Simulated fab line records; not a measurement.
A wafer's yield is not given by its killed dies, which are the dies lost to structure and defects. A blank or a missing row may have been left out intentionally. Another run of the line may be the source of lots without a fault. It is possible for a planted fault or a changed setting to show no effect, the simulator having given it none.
fab line records | flow n5-finfet
record lots=5 wafers=15 last-day=18
route steps=1938 shown TV_OPEN@1892 PAD_METAL@1893 PASSIVATION@1897
lots that met no fault: taken from a fault-free run of the same line
start-h: hours from the record's first day to the start of the lot's first wafer shown | wait-h: hours elapsed since this lot's preceding step | " same as the row above | L1.1+2: one row covering several wafers at once | - no value present, or no start provided | * or withheld: withheld | < > ~ a bound
route shown NAME@n: NAME is a module with steps in the file, n the number in the route of the first one | usual: average and standard deviation across the fault-free wafers | same: alike in all rows | chamber/n: place in a boat | sites: readings site by site | _std_site: how widely they spread, as a standard deviation | _edge_site: mean of outer sites minus mean of inner sites | radius-mm: how far each site lies from the wafer's centre | mask NAME#n: copy n | behind: the tool/chamber that last shaped the wafer | hold: the reason the lot was held/the length of the hold in hours/how it ended | device: which transistor (n, p or np) failed to switch | end of line: the tests these same wafers got at the end of their route | for a step that has no rows: nothing shown but its recipe | killed: the dies lost at the first sort to structure and to defects; this is not the yield of the wafer | map: per-die view of a wafer (x killed, . not killed, _ where there is no die)
set.NAME: the setting as run; set.NAME@STEP: as run at that earlier step | model.NAME: the simulator's own value behind a step, which no gauge read
a table for each step, a row for each wafer; lots at some steps of the route
services: when a tool's chamber went out of use (start-h, in hours from the record's first day, below 0 if earlier), for how many hours, and the reason
## steps
# step N5_PASSIVATION_SRD_17
# recipe time-s=30 temp-c=23 rinse-liquid=diw dry=n2-spin spin-rpm=1500 dry-time-s=30
# usual bath-heat-duty-pct=3.8/0.63 spin-rpm=1499.9/0.81
# columns lot.wafer tool chamber start-h wait-h bath-heat-duty-pct spin-rpm
L074.1 wet-bench-02 6 308.62 0.0 3.7 1500.2
L074.2 " 3 " " 4.5 1499.9
L074.6 " 5 " " 4.0 1498.6
L077.2 wet-bench-01 6 327.23 0.0 2.8 1499.4
L077.4 " 5 " " 4.0 1499.9
L077.5 " 2 " " 3.2 1500.1
L078.2 wet-bench-06 3 348.08 0.0 4.0 1500.6
L078.3 " 2 " " 3.1 1499.8
L078.6 " 7 " " 3.7 1500.1
L096.2 wet-bench-01 0 428.09 0.0 4.5 1500.0
L096.4 " 4 " " 3.5 1500.4
L096.6 " 5 " " 3.1 1499.0
L097.1 wet-bench-06 6 429.68 0.0 4.5 1500.8
L097.4 " 2 " " 3.5 1499.8
L097.5 " 7 " " 4.2 1500.4
# step N5_PASSIVATION_DEGAS_18
# recipe ambient=vacuum temp-c=300 time-s=60
# usual heater-power-w=465/44
# columns lot.wafer tool chamber start-h wait-h heater-power-w
L074.1 pvd-sputter-03 - 309.25 0.6 465
L074.2 " - " " 549
L074.6 " - " " 541
L077.2 pvd-sputter-02 - 327.28 0.0 445
L077.4 " - " " 459
L077.5 " - " " 435
L078.2 pvd-sputter-01 - 348.24 0.1 525
L078.3 " - " " 364
L078.6 " - " " 529
L096.2 pvd-sputter-01 - 429.47 1.4 443
L096.4 " - " " 437
L096.6 " - " " 371
L097.1 pvd-sputter-02 - 429.88 0.2 475
L097.4 " - " " 473
L097.5 " - " " 459
# step N5_PASSIVATION_PRE_CLEAN_19
# recipe gas=H2/He time-s=* temp-c=*
# usual heater-power-w=465/44
# columns lot.wafer tool chamber start-h wait-h heater-power-w
L074.1 pvd-sputter-03 - 309.29 0.0 469
L074.2 " - " " 541
L074.6 " - " " 554
L077.2 pvd-sputter-02 - 327.32 0.0 459
L077.4 " - " " 470
L077.5 " - " " 425
L078.2 pvd-sputter-01 - 348.28 0.0 541
L078.3 " - " " 374
L078.6 " - " " 545
L096.2 pvd-sputter-01 - 429.51 0.0 436
L096.4 " - " " 432
L096.6 " - " " 375
L097.1 pvd-sputter-02 - 429.92 0.0 474
L097.4 " - " " 457
L097.5 " - " " 446
# step N5_PASSIVATION_SPUTTER_20
# recipe material=TaN target-thk-a=500 temp-c=25 chamber-pressure-pa=0.4
# usual throttle-valve-pct=30.2/1.4
# columns lot.wafer tool chamber start-h wait-h throttle-valve-pct
L074.1 pvd-sputter-03 - 309.33 0.0 27.4
L074.2 " - " " 29.8
L074.6 " - " " 29.4
L077.2 pvd-sputter-02 - 327.36 0.0 30.5
L077.4 " - " " 29.8
L077.5 " - " " 31.0
L078.2 pvd-sputter-01 - 348.32 0.0 31.1
L078.3 " - " " 30.8
L078.6 " - " " 31.1
L096.2 pvd-sputter-01 - 429.55 0.0 29.6
L096.4 " - " " 28.8
L096.6 " - " " 30.4
L097.1 pvd-sputter-02 - 429.96 0.0 29.9
L097.4 " - " " 29.4
L097.5 " - " " 30.6
# step N5_PASSIVATION_AL_DEP_21
# recipe material=Al target-thk-a=28000 temp-c=400 time-s=170 power-w=30000 chamber-pressure-pa=0.4 gas=Ar
# usual throttle-valve-pct=30.2/1.4
# columns lot.wafer tool chamber start-h wait-h throttle-valve-pct
L074.1 pvd-sputter-03 - 309.43 0.1 27.3
L074.2 " - " " 29.5
L074.6 " - " " 29.6
L077.2 pvd-sputter-02 - 327.46 0.1 30.3
L077.4 " - " " 29.5
L077.5 " - " " 30.8
L078.2 pvd-sputter-01 - 348.42 0.1 31.1
L078.3 " - " " 30.4
L078.6 " - " " 31.0
L096.2 pvd-sputter-01 - 429.65 0.1 29.6
L096.4 " - " " 28.9
L096.6 " - " " 30.5
L097.1 pvd-sputter-02 - 430.06 0.1 29.9
L097.4 " - " " 29.3
L097.5 " - " " 30.7
# step N5_PASSIVATION_HMDS_23
# recipe time-s=60 temp-c=120
# columns lot.wafer tool chamber start-h wait-h
L074.1+2+6 litho-track-01 0 309.62 0.1
L077.2+4+5 litho-track-04 0 327.65 0.1
L078.2+3+6 litho-track-02 0 348.61 0.1
L096.2+4+6 litho-track-04 0 429.85 0.1
L097.1+4+5 litho-track-02 0 430.25 0.1
# step N5_PASSIVATION_COAT_24
# recipe spin-rpm=3000 resist-thk-nm=withheld
# columns lot.wafer tool chamber start-h wait-h
L074.1+2+6 litho-track-01 0 - -
L077.2+4+5 litho-track-04 0 - -
L078.2+3+6 litho-track-02 0 - -
L096.2+4+6 litho-track-04 0 - -
L097.1+4+5 litho-track-02 0 - -
# step N5_PASSIVATION_EBR_26
# recipe solvent=PGMEA ebr-width-mm=1.5
# columns lot.wafer tool chamber start-h wait-h
L074.1+2+6 litho-track-01 0 - -
L077.2+4+5 litho-track-04 0 - -
L078.2+3+6 litho-track-02 0 - -
L096.2+4+6 litho-track-04 0 - -
L097.1+4+5 litho-track-02 0 - -
# step N5_PASSIVATION_SOFTBAKE_25
# recipe temp-c=100 time-s=90
# columns lot.wafer tool chamber start-h wait-h
L074.1+2+6 litho-track-01 0 - -
L077.2+4+5 litho-track-04 0 - -
L078.2+3+6 litho-track-02 0 - -
L096.2+4+6 litho-track-04 0 - -
L097.1+4+5 litho-track-02 0 - -
# step N5_PASSIVATION_EXPOSE_27
# recipe mask-id=PAD na=0.55 source-shape=conventional sigma-outer=0.8 polarization=unpolarized defocus-nm=0 dose-mj=32.3
# usual exposure-dose-mJ-cm2=32.30/0.033 focus-offset-nm=0.0/0.5
# same na=0.55
# columns lot.wafer tool chamber start-h wait-h mask exposure-dose-mJ-cm2 focus-offset-nm
L074.1 krf-scanner-02 0 309.85 - PAD#0 32.29 -0.4
L074.2 " 0 " " PAD#0 32.28 0.0
L074.6 " 0 " " PAD#0 32.27 0.1
L077.2 krf-scanner-02 0 327.76 - PAD#0 32.35 0.4
L077.4 " 0 " " PAD#0 32.29 1.0
L077.5 " 0 " " PAD#0 32.34 -0.3
L078.2 krf-scanner-02 0 348.72 - PAD#0 32.31 1.2
L078.3 " 0 " " PAD#0 32.31 0.2
L078.6 " 0 " " PAD#0 32.36 0.1
L096.2 krf-scanner-01 0 429.96 - PAD#0 32.36 0.1
L096.4 " 0 " " PAD#0 32.29 0.4
L096.6 " 0 " " PAD#0 32.28 0.7
L097.1 krf-scanner-01 0 430.36 - PAD#0 32.30 0.5
L097.4 " 0 " " PAD#0 32.27 0.2
L097.5 " 0 " " PAD#0 32.30 0.3
# step N5_PASSIVATION_PEB_28
# recipe peb-temp-c=withheld peb-time-s=*
# columns lot.wafer tool chamber start-h wait-h
L074.1+2+6 litho-track-02 0 309.91 0.1
L077.2+4+5 litho-track-02 0 327.81 0.0
L078.2+3+6 litho-track-02 0 348.77 0.0
L096.2+4+6 litho-track-04 0 430.01 0.0
L097.1+4+5 litho-track-04 0 430.41 0.1
# step N5_PASSIVATION_DEVELOP_29
# recipe develop-time-s=60 rinse-liquid=diw dry=air-spin dev-temp-c=21
# columns lot.wafer tool chamber start-h wait-h
L074.1+2+6 litho-track-02 0 - -
L077.2+4+5 litho-track-02 0 - -
L078.2+3+6 litho-track-02 0 - -
L096.2+4+6 litho-track-04 0 - -
L097.1+4+5 litho-track-04 0 - -
# step N5_PASSIVATION_HARDBAKE_31
# recipe temp-c=130 time-s=120
# columns lot.wafer tool chamber start-h wait-h
L074.1+2+6 litho-track-02 0 - -
L077.2+4+5 litho-track-02 0 - -
L078.2+3+6 litho-track-02 0 - -
L096.2+4+6 litho-track-04 0 - -
L097.1+4+5 litho-track-04 0 - -
# step N5_PASSIVATION_CD_MEAS_30
# recipe target-cd-nm=4000 landing-energy-ev=500 detector=se-inlens polarity=opening
# usual cd-nm=4000.3/1.6
# columns lot.wafer tool chamber start-h wait-h cd-nm
L074.1 cd-sem-01 0 310.03 - 3996.7
L074.2 " 0 " " 3998.0
L074.6 " 0 " " 3999.6
L077.2 cd-sem-01 0 327.93 - 3999.4
L077.4 " 0 " " 4000.5
L077.5 " 0 " " 3998.1
L078.2 cd-sem-03 0 348.89 - 4001.2
L078.3 " 0 " " 3997.5
L078.6 " 0 " " 4000.6
L096.2 cd-sem-03 0 430.13 - 4002.2
L096.4 " 0 " " 4001.5
L096.6 " 0 " " 4003.4
L097.1 cd-sem-02 0 430.53 - 4000.2
L097.4 " 0 " " 4001.1
L097.5 " 0 " " 3999.8
# step N5_PASSIVATION_OVL_MEAS_63
# recipe points-per-wafer=44
# usual PAD_OVL=-4/5.9
# columns lot.wafer tool chamber start-h wait-h PAD_OVL[nm]
L074.1 overlay-01 0 310.06 0.0 1
L074.2 " 0 " " -5
L074.6 " 0 " " -7
L077.2 overlay-01 0 327.96 0.0 1
L077.4 " 0 " " -2
L077.5 " 0 " " -8
L078.2 overlay-02 0 348.92 0.0 0
L078.3 " 0 " " -11
L078.6 " 0 " " -4
L096.2 overlay-02 0 430.16 0.0 -1
L096.4 " 0 " " 0
L096.6 " 0 " " -7
L097.1 overlay-01 0 430.56 0.0 -3
L097.4 " 0 " " -1
L097.5 " 0 " " 4
# step N5_PASSIVATION_INSPECT_64
# recipe mode=adi inspect-instrument=macro
# usual raw-defect-count=2.0/1.5
# columns lot.wafer tool chamber start-h wait-h raw-defect-count
L074.1 defect-inspect-01 - 310.08 0.0 2
L074.2 " - " " 0
L074.6 " - " " 4
L077.2 defect-inspect-01 - 327.99 0.0 1
L077.4 " - " " 2
L077.5 " - " " 2
L078.2 defect-inspect-01 - 348.94 0.0 1
L078.3 " - " " 2
L078.6 " - " " 2
L096.2 defect-inspect-01 - 430.19 0.0 2
L096.4 " - " " 2
L096.6 " - " " 1
L097.1 defect-inspect-02 - 430.59 0.0 2
L097.4 " - " " 1
L097.5 " - " " 2
# step N5_PASSIVATION_DESCUM_32
# recipe chemistry=O2 time-s=7.9 source-power-w=50 bias-power-w=20 pressure-mtorr=20 rf-frequency-hz=2.712e+07 temp-c=40 o2-flow-sccm=225
# usual chamber-pressure-mTorr=20.001/0.022 drypump-motor-current-A=5.7/0.43 oes-product-au=0.81/0.068 rf-vpp-V=242.8/1.3 showerhead-plenum-p-Torr=2.07/0.074 throttle-valve-pct=20.45/0.23
# columns lot.wafer tool chamber start-h wait-h chamber-pressure-mTorr drypump-motor-current-A oes-product-au rf-hours-counter-h rf-vpp-V showerhead-plenum-p-Torr throttle-valve-pct
L074.1 rie-diel-06 3 310.30 0.2 19.992 6.0 0.92 19 241.6 2.08 20.57
L074.2 " 2 " " 19.999 4.9 0.84 90 243.3 2.11 20.64
L074.6 " 0 " " 20.013 5.8 0.74 - 243.2 1.98 20.07
L077.2 rie-diel-03 1 328.02 0.0 19.994 5.9 0.85 66 242.8 2.14 20.16
L077.4 " 0 " " 19.977 5.2 0.67 238 242.3 1.97 20.41
L077.5 " 3 " " 19.994 5.8 0.75 - 242.6 2.11 20.74
L078.2 rie-diel-01 3 348.98 0.0 20.017 6.1 0.77 135 243.2 2.01 20.12
L078.3 " 0 " " 20.014 4.9 0.87 31 243.2 2.04 20.55
L078.6 " 1 " " 19.997 6.3 0.84 - 242.6 2.04 20.40
L096.2 rie-diel-06 0 430.35 0.2 19.955 5.7 0.71 210 241.1 1.97 20.14
L096.4 " 2 " " 20.013 4.9 0.80 134 243.7 2.09 20.72
L096.6 " 3 " " 19.998 6.0 0.85 - 243.1 2.06 20.62
L097.1 rie-diel-01 1 430.67 0.1 19.991 6.3 0.80 85 242.7 2.03 20.45
L097.4 " 3 " " 20.009 6.1 0.76 158 241.9 2.01 20.17
L097.5 " 2 " " 19.966 5.7 0.79 - 242.0 2.04 20.76
# step N5_PASSIVATION_AL_ETCH_33
# recipe chemistry=Cl2/BCl3 target-depth-a=28000 over-etch-frac=0.15 Cl2_flow_sccm=180 bcl3-flow-sccm=60 target=Al stop-on=TaN time-s=466.7 ion-energy-ev=100 pressure-mtorr=10 icp-w=900 bias-w=100
# usual bcl3-flow-sccm=60.00/0.16 chamber-pressure-mTorr=10.000/0.0078 drypump-motor-current-A=5.8/0.43 oes-product-au=0.73/0.056 throttle-valve-pct=34.36/0.26
# columns lot.wafer tool chamber start-h wait-h bcl3-flow-sccm chamber-pressure-mTorr drypump-motor-current-A oes-product-au rf-hours-counter-h throttle-valve-pct
L074.1 rie-metal-02 0 310.39 0.1 60.00 9.998 5.1 0.74 19 34.55
L074.2 " 1 " " 59.84 9.981 6.4 0.77 20 34.50
L074.6 " 0 " " 59.97 9.989 5.1 0.74 - 34.56
L077.2 rie-metal-03 0 328.11 0.1 59.71 9.999 5.7 0.78 17 34.23
L077.4 " 1 " " 60.16 10.002 5.8 0.77 - 34.04
L077.5 " 1 " " 59.69 10.012 5.8 0.77 - 34.06
L078.2 rie-metal-03 1 349.06 0.1 60.11 10.014 5.8 0.77 20 34.04
L078.3 " 0 " " 59.96 9.998 5.7 0.77 - 34.24
L078.6 " 0 " " 60.02 10.006 5.7 0.78 - 34.24
L096.2 rie-metal-01 0 430.43 0.1 59.81 9.992 5.7 0.65 76 34.19
L096.4 " 0 " " 60.07 9.990 5.6 0.65 - 34.19
L096.6 " 1 " " 59.99 10.000 6.2 0.60 - 34.92
L097.1 rie-metal-03 0 430.78 0.1 60.09 9.997 5.7 0.77 28 34.20
L097.4 " 0 " " 60.14 10.004 5.7 0.76 - 34.18
L097.5 " 0 " " 59.90 9.998 5.7 0.77 - 34.18
# step N5_PASSIVATION_ETCH_59
# recipe chemistry=Cl2/BCl3 target=TaN target-depth-a=650 time-s=34.9 ion-energy-ev=100 pressure-mtorr=10 icp-w=900 bias-w=100 Cl2_flow_sccm=60 bcl3-flow-sccm=30
# usual bcl3-flow-sccm=29.99/0.093 chamber-pressure-mTorr=10.000/0.009 drypump-motor-current-A=5.8/0.43 oes-product-au=0.81/0.063 throttle-valve-pct=21.14/0.22
# columns lot.wafer tool chamber start-h wait-h bcl3-flow-sccm chamber-pressure-mTorr drypump-motor-current-A oes-product-au rf-hours-counter-h throttle-valve-pct
L074.1 rie-metal-02 0 310.79 0.3 29.93 9.992 5.1 0.84 20 21.26
L074.2 " 1 " " 29.96 9.989 6.4 0.87 21 21.14
L074.6 " 0 " " 30.05 10.005 5.0 0.84 - 21.27
L077.2 rie-metal-03 0 328.51 0.3 30.00 9.989 5.7 0.88 17 21.00
L077.4 " 1 " " 30.06 9.990 5.8 0.86 - 20.90
L077.5 " 1 " " 30.05 10.016 5.8 0.86 - 20.91
L078.2 rie-metal-03 1 349.47 0.3 29.99 10.002 5.8 0.85 20 20.93
L078.3 " 0 " " 30.10 9.996 5.7 0.87 - 20.98
L078.6 " 0 " " 30.06 9.980 5.7 0.87 - 20.99
L096.2 rie-metal-01 0 430.83 0.3 29.89 9.986 5.7 0.71 77 21.13
L096.4 " 0 " " 29.90 9.992 5.6 0.70 - 21.13
L096.6 " 1 " " 30.11 10.001 6.3 0.67 - 21.62
L097.1 rie-metal-03 0 431.18 0.3 30.08 10.008 5.7 0.83 28 21.03
L097.4 " 0 " " 29.99 9.987 5.7 0.84 - 21.02
L097.5 " 0 " " 30.06 10.002 5.7 0.83 - 21.04
# step N5_PASSIVATION_STRIP_34
# recipe chemistry=O2 power-w=600 temp-c=60 pressure-mtorr=30 rf-frequency-hz=6e+07 bias-power-w=0 overash-fraction=2 o2-flow-sccm=225
# usual chamber-pressure-mTorr=30.00/0.088 drypump-motor-current-A=5.7/0.44 oes-product-au=0.82/0.064 rf-vpp-V=3.9/1.5 showerhead-plenum-p-Torr=2.08/0.073 throttle-valve-pct=16.65/0.21
# columns lot.wafer tool chamber start-h wait-h chamber-pressure-mTorr drypump-motor-current-A oes-product-au rf-hours-counter-h rf-vpp-V showerhead-plenum-p-Torr throttle-valve-pct
L074.1 rie-diel-03 2 310.91 0.1 30.11 5.8 0.93 26 3.2 2.24 16.64
L074.2 " 1 " " 29.96 5.9 0.87 59 3.5 2.15 16.34
L074.6 " 0 " " 30.10 5.2 0.67 - 5.9 1.97 16.72
L077.2 rie-diel-01 2 328.62 0.1 29.85 5.8 0.84 79 2.7 2.06 16.88
L077.4 " 3 " " 29.98 6.1 0.79 126 2.7 2.02 16.38
L077.5 " 0 " " 29.95 4.9 0.89 - 4.2 2.05 16.71
L078.2 rie-diel-01 3 349.58 0.1 29.84 6.1 0.79 135 6.8 2.02 16.30
L078.3 " 1 " " 29.99 6.3 0.82 59 0.2 2.05 16.60
L078.6 " 0 " " 30.05 4.9 0.87 - 5.6 2.05 16.72
L096.2 rie-diel-03 1 430.96 0.1 30.11 5.9 0.79 109 6.3 2.13 16.44
L096.4 " 0 " " 29.86 5.2 0.93 21 3.8 2.22 16.26
L096.6 " 1 " " 30.02 5.9 0.78 - 0.8 2.13 16.48
L097.1 rie-diel-06 2 431.30 0.1 30.07 4.9 0.78 134 4.1 2.10 16.91
L097.4 " 0 " " 30.06 5.7 0.70 210 4.1 1.97 16.53
L097.5 " 1 " " 30.15 5.7 0.83 - 2.7 2.04 16.58
# step N5_PASSIVATION_STRIP_51
# recipe chemistry=post-etch-residue-remover time-s=1200 temp-c=72.5
# usual bath-heat-duty-pct=14.6/1.4
# columns lot.wafer tool chamber start-h wait-h bath-heat-duty-pct
L074.1 wet-bench-04 4 310.97 - 14.0
L074.2 " 1 " " 13.8
L074.6 " 5 " " 13.7
L077.2 wet-bench-03 6 328.69 - 17.2
L077.4 " 7 " " 15.5
L077.5 " 4 " " 14.6
L078.2 wet-bench-04 2 349.65 - 14.8
L078.3 " 6 " " 12.4
L078.6 " 7 " " 14.3
L096.2 wet-bench-03 4 431.03 - 15.4
L096.4 " 1 " " 16.5
L096.6 " 5 " " 17.2
L097.1 wet-bench-05 3 431.36 - 14.1
L097.4 " 6 " " 14.0
L097.5 " 5 " " 13.6
# step N5_PASSIVATION_CLEAN_69
# recipe chemistry=IPA time-s=180 temp-c=25
# usual bath-heat-duty-pct=6.3/0.7
# columns lot.wafer tool chamber start-h wait-h bath-heat-duty-pct
L074.1 wet-bench-04 4 311.31 0.0 6.3
L074.2 " 1 " " 6.3
L074.6 " 5 " " 6.3
L077.2 wet-bench-03 6 329.02 0.0 7.0
L077.4 " 7 " " 7.3
L077.5 " 4 " " 6.1
L078.2 wet-bench-04 2 349.98 0.0 5.2
L078.3 " 6 " " 5.4
L078.6 " 7 " " 6.0
L096.2 wet-bench-03 4 431.70 0.0 6.3
L096.4 " 1 " " 6.8
L096.6 " 5 " " 7.0
L097.1 wet-bench-05 3 431.70 0.0 6.4
L097.4 " 6 " " 5.4
L097.5 " 5 " " 6.5
# step N5_PASSIVATION_SRD_70
# recipe dry=ipa-marangoni time-s=30 temp-c=23 rinse-liquid=diw
# usual bath-heat-duty-pct=3.7/0.52
# columns lot.wafer tool chamber start-h wait-h bath-heat-duty-pct
L074.1 wet-bench-04 4 311.36 0.0 3.1
L074.2 " 1 " " 4.1
L074.6 " 5 " " 2.9
L077.2 wet-bench-03 6 329.08 0.0 4.1
L077.4 " 7 " " 3.6
L077.5 " 4 " " 3.9
L078.2 wet-bench-04 2 350.04 0.0 3.4
L078.3 " 6 " " 2.6
L078.6 " 7 " " 3.7
L097.1 wet-bench-05 3 431.75 0.0 3.7
L097.4 " 6 " " 2.9
L097.5 " 5 " " 3.3
L096.2 wet-bench-03 4 431.80 0.0 2.9
L096.4 " 1 " " 3.9
L096.6 " 5 " " 4.2
# step N5_PASSIVATION_PECVD_53
# recipe material=SiO2 target-thk-a=8000 temp-c=400 precursor=TEOS/O2 pressure-torr=6.5 rf-w=withheld teos-flow-sccm=withheld gas=O2 flow-sccm=2650 time-s=169.4
# usual chamber-pressure-Torr=6.499/0.015
# columns lot.wafer tool chamber start-h wait-h chamber-pressure-Torr
L074.1 pecvd-01 0 311.41 0.0 6.508
L074.2 " 2 " " 6.471
L074.6 " 1 " " 6.491
L077.2 pecvd-01 2 329.12 0.0 6.491
L077.4 " 1 " " 6.507
L077.5 " 0 " " 6.492
L078.2 pecvd-02 1 350.08 0.0 6.519
L078.3 " 0 " " 6.484
L078.6 " 2 " " 6.491
L097.1 pecvd-04 1 431.80 0.0 6.510
L097.4 " 0 " " 6.530
L097.5 " 2 " " 6.496
L096.2 pecvd-02 2 431.87 0.0 6.508
L096.4 " 0 " " 6.510
L096.6 " 2 " " 6.486
# step N5_PASSIVATION_PECVD_35
# recipe material=SiNx target-thk-a=7000 temp-c=400 precursor=SiH4/NH3/N2 pressure-torr=4.9 rf-w=1406 time-s=151.3
# usual chamber-pressure-Torr=4.900/0.012 heater-power-w=370/100 showerhead-plenum-p-Torr=8.65/0.087 throttle-valve-pct=29.1/0.81
# columns lot.wafer tool chamber start-h wait-h chamber-pressure-Torr heater-power-w showerhead-plenum-p-Torr throttle-valve-pct
L074.1 pecvd-01 0 311.52 0.1 4.889 344 8.55 28.9
L074.2 " 2 " " 4.880 320 8.57 27.7
L074.6 " 1 " " 4.909 315 8.62 30.5
L077.2 pecvd-01 2 329.23 0.1 4.909 295 8.58 27.9
L077.4 " 1 " " 4.902 309 8.63 30.4
L077.5 " 0 " " 4.905 234 8.52 29.1
L078.2 pecvd-02 1 350.19 0.1 4.923 425 8.65 29.6
L078.3 " 0 " " 4.880 345 8.68 29.3
L078.6 " 2 " " 4.910 320 8.75 28.9
L097.1 pecvd-04 1 431.91 0.1 4.899 525 8.54 27.9
L097.4 " 0 " " 4.924 674 8.79 29.6
L097.5 " 2 " " 4.886 340 8.74 29.0
L096.2 pecvd-02 2 431.98 0.1 4.878 359 8.76 29.3
L096.4 " 0 " " 4.901 359 8.73 28.9
L096.6 " 2 " " 4.905 228 8.75 29.0
# step N5_PASSIVATION_HMDS_37
# recipe time-s=60 temp-c=120
# columns lot.wafer tool chamber start-h wait-h
L074.1+2+6 litho-track-01 0 311.66 0.1
L077.2+4+5 litho-track-04 0 329.37 0.1
L078.2+3+6 litho-track-04 0 350.33 0.1
L097.1+4+5 litho-track-02 0 432.04 0.1
L096.2+4+6 litho-track-02 0 432.12 0.1
# step N5_PASSIVATION_COAT_38
# recipe spin-rpm=3000 resist-thk-nm=withheld
# columns lot.wafer tool chamber start-h wait-h
L074.1+2+6 litho-track-01 0 - -
L077.2+4+5 litho-track-04 0 - -
L078.2+3+6 litho-track-04 0 - -
L097.1+4+5 litho-track-02 0 - -
L096.2+4+6 litho-track-02 0 - -
# step N5_PASSIVATION_EBR_40
# recipe solvent=PGMEA ebr-width-mm=1.5
# columns lot.wafer tool chamber start-h wait-h
L074.1+2+6 litho-track-01 0 - -
L077.2+4+5 litho-track-04 0 - -
L078.2+3+6 litho-track-04 0 - -
L097.1+4+5 litho-track-02 0 - -
L096.2+4+6 litho-track-02 0 - -
# step N5_PASSIVATION_SOFTBAKE_39
# recipe temp-c=110 time-s=120
# columns lot.wafer tool chamber start-h wait-h
L074.1+2+6 litho-track-01 0 - -
L077.2+4+5 litho-track-04 0 - -
L078.2+3+6 litho-track-04 0 - -
L097.1+4+5 litho-track-02 0 - -
L096.2+4+6 litho-track-02 0 - -
# step N5_PASSIVATION_EXPOSE_41
# recipe mask-id=PASS_OPEN na=0.55 defocus-nm=0 source-shape=conventional sigma-outer=0.8 polarization=unpolarized target-cd-nm=40000 dose-mj=57.25
# usual exposure-dose-mJ-cm2=57.24/0.066 focus-offset-nm=0.0/0.56
# same na=0.55
# columns lot.wafer tool chamber start-h wait-h mask exposure-dose-mJ-cm2 focus-offset-nm
L074.1 krf-scanner-02 0 311.77 - PASS_OPEN#0 57.23 0.8
L074.2 " 0 " " PASS_OPEN#0 57.26 0.8
L074.6 " 0 " " PASS_OPEN#0 57.17 0.2
L077.2 krf-scanner-02 0 329.49 - PASS_OPEN#0 57.25 -0.8
L077.4 " 0 " " PASS_OPEN#0 57.32 -0.1
L077.5 " 0 " " PASS_OPEN#0 57.16 -1.2
L078.2 krf-scanner-02 0 350.46 - PASS_OPEN#0 57.20 -1.1
L078.3 " 0 " " PASS_OPEN#0 57.12 -0.7
L078.6 " 0 " " PASS_OPEN#0 57.21 0.2
L097.1 krf-scanner-01 0 432.16 - PASS_OPEN#0 57.26 0.2
L097.4 " 0 " " PASS_OPEN#0 57.26 0.0
L097.5 " 0 " " PASS_OPEN#0 57.32 -0.3
L096.2 krf-scanner-02 0 432.37 - PASS_OPEN#0 57.26 1.2
L096.4 " 0 " " PASS_OPEN#0 57.26 -0.5
L096.6 " 0 " " PASS_OPEN#0 57.32 -0.1
# step N5_PASSIVATION_PEB_42
# recipe peb-temp-c=withheld peb-time-s=*
# columns lot.wafer tool chamber start-h wait-h
L074.1+2+6 litho-track-02 0 311.83 0.1
L077.2+4+5 litho-track-02 0 329.55 0.0
L078.2+3+6 litho-track-01 0 350.51 0.0
L097.1+4+5 litho-track-02 0 432.22 0.1
L096.2+4+6 litho-track-02 0 432.42 0.0
# step N5_PASSIVATION_DEVELOP_43
# recipe develop-time-s=60 rinse-liquid=diw dry=air-spin dev-temp-c=21
# columns lot.wafer tool chamber start-h wait-h
L074.1+2+6 litho-track-02 0 - -
L077.2+4+5 litho-track-02 0 - -
L078.2+3+6 litho-track-01 0 - -
L097.1+4+5 litho-track-02 0 - -
L096.2+4+6 litho-track-02 0 - -
# step N5_PASSIVATION_HARDBAKE_45
# recipe temp-c=130 time-s=120
# columns lot.wafer tool chamber start-h wait-h
L074.1+2+6 litho-track-02 0 - -
L077.2+4+5 litho-track-02 0 - -
L078.2+3+6 litho-track-01 0 - -
L097.1+4+5 litho-track-02 0 - -
L096.2+4+6 litho-track-02 0 - -
# step N5_PASSIVATION_CD_MEAS_44
# recipe target-cd-nm=40000 landing-energy-ev=500 detector=se-inlens
# usual cd-nm=39999/4.9
# columns lot.wafer tool chamber start-h wait-h cd-nm
L074.1 cd-sem-03 0 311.95 - 39999
L074.2 " 0 " " 39994
L074.6 " 0 " " 40003
L077.2 cd-sem-01 0 329.67 - 40002
L077.4 " 0 " " 39996
L077.5 " 0 " " 39996
L078.2 cd-sem-02 0 350.63 - 39998
L078.3 " 0 " " 40001
L078.6 " 0 " " 40004
L097.1 cd-sem-01 0 432.34 - 39994
L097.4 " 0 " " 39994
L097.5 " 0 " " 39993
L096.2 cd-sem-03 0 432.54 - 39993
L096.4 " 0 " " 39999
L096.6 " 0 " " 39996
# step N5_PASSIVATION_OVL_MEAS_66
# recipe points-per-wafer=44
# usual PASS_OPEN_OVL=0/6.5
# columns lot.wafer tool chamber start-h wait-h PASS_OPEN_OVL[nm]
L074.1 overlay-02 0 311.98 0.0 -3
L074.2 " 0 " " 5
L074.6 " 0 " " 7
L077.2 overlay-01 0 329.70 0.0 -3
L077.4 " 0 " " -6
L077.5 " 0 " " -12
L078.2 overlay-02 0 350.66 0.0 -3
L078.3 " 0 " " 0
L078.6 " 0 " " -9
L097.1 overlay-01 0 432.37 0.0 -9
L097.4 " 0 " " -8
L097.5 " 0 " " -11
L096.2 overlay-02 0 432.57 0.0 9
L096.4 " 0 " " 6
L096.6 " 0 " " 14
# step N5_PASSIVATION_INSPECT_67
# recipe mode=adi inspect-instrument=macro
# usual raw-defect-count=2.2/1.5
# columns lot.wafer tool chamber start-h wait-h raw-defect-count
L074.1 defect-inspect-02 - 312.01 0.0 1
L074.2 " - " " 4
L074.6 " - " " 1
L077.2 defect-inspect-01 - 329.72 0.0 5
L077.4 " - " " 0
L077.5 " - " " 2
L078.2 defect-inspect-02 - 350.69 0.0 5
L078.3 " - " " 2
L078.6 " - " " 0
L097.1 defect-inspect-02 - 432.39 0.0 1
L097.4 " - " " 4
L097.5 " - " " 2
L096.2 defect-inspect-02 - 432.59 0.0 1
L096.4 " - " " 1
L096.6 " - " " 2
## services
# columns tool chamber start-h hours kind
krf-scanner-02 - 292.30 4.4 pm
pecvd-02 1 295.80 5.9 repair
krf-scanner-02 - 298.53 0.8 pm
rie-diel-01 2 306.55 1.8 repair
krf-scanner-02 0 308.97 - calibration
krf-scanner-01 - 313.61 0.8 pm
rie-diel-01 - 317.64 2.8 pm
rie-metal-01 1 350.01 16.2 repair
pvd-sputter-01 - 352.83 2.6 repair
pecvd-04 - 357.00 0.6 repair
rie-diel-03 0 361.23 - clean
rie-diel-03 0 361.23 - consumable-replace:focus-ring
krf-scanner-02 - 363.18 1.0 pm
rie-diel-01 - 365.55 15.6 pm
krf-scanner-01 - 366.50 1.3 pm
rie-metal-02 0 374.62 25.2 repair
wet-bench-02 - 375.27 2.5 repair
krf-scanner-02 - 382.70 1.2 repair
krf-scanner-02 - 383.93 1.3 pm
krf-scanner-01 - 403.61 1.0 pm
pecvd-04 - 409.16 0.5 repair
pecvd-01 - 411.66 1.6 repair
pvd-sputter-01 - 414.53 1.3 repair
krf-scanner-02 - 422.34 4.0 pm
## key
fault none
